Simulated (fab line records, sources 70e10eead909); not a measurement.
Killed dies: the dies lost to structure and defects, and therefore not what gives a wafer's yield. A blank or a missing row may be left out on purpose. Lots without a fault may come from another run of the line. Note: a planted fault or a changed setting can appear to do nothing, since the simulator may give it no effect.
Chamber matching :: flow nandHarc :: 3 sister chambers for NHARC_P_M0_DEP_32 on pecvd-03
The step deposits SiCN, target thk 30 nm. 3 wafers are shown with their chamber, then 7 later ones without.

WAFERS PAIRED WITH THEIR CHAMBERS
wafer: L091.2
chamber: 0
heaterPowerW (W): 571

wafer: L092.1
chamber: 1
heaterPowerW (W): 437

wafer: L092.5
chamber: 2
heaterPowerW (W): 668

WAFERS WITHOUT THEIR CHAMBER
wafer: L092.6
heaterPowerW (W): 445

wafer: L093.1
heaterPowerW (W): 614

wafer: L093.2
heaterPowerW (W): 689

wafer: L093.5
heaterPowerW (W): 647

wafer: L094.1
heaterPowerW (W): 628

wafer: L094.2
heaterPowerW (W): 446

wafer: L094.5
heaterPowerW (W): 631

EACH ONE'S CHAMBER
wafer: L092.6
from the rows above: 1
in truth: 1

wafer: L093.1
from the rows above: can't be placed: 0 or 2
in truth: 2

wafer: L093.2
from the rows above: 2
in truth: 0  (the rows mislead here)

wafer: L093.5
from the rows above: can't be placed: 2 or 0
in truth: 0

wafer: L094.1
from the rows above: can't be placed: 2 or 0
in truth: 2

wafer: L094.2
from the rows above: 1
in truth: 1

wafer: L094.5
from the rows above: can't be placed: 2 or 0
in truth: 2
Correctly placed: 2 of 7. Unplaceable from these rows: 4, with the true chamber sitting among the candidates in 4. Placed wrongly: 1.
How it was worked out, from the rows above alone: a wafer's distance from a chamber is the root of the sum, over the readings, of the square of ((its reading less the chamber's mean) divided by the reading's scatter). If the next closest chamber is less than 2 further off than the closest, the wafer can't be placed; otherwise it belongs to the closest. The mean given for a chamber averages the wafers shown for that chamber. The scatter (one wafer shown for each chamber): square how far every hidden wafer sits from the nearest shown wafer, average those squares and take the square root.
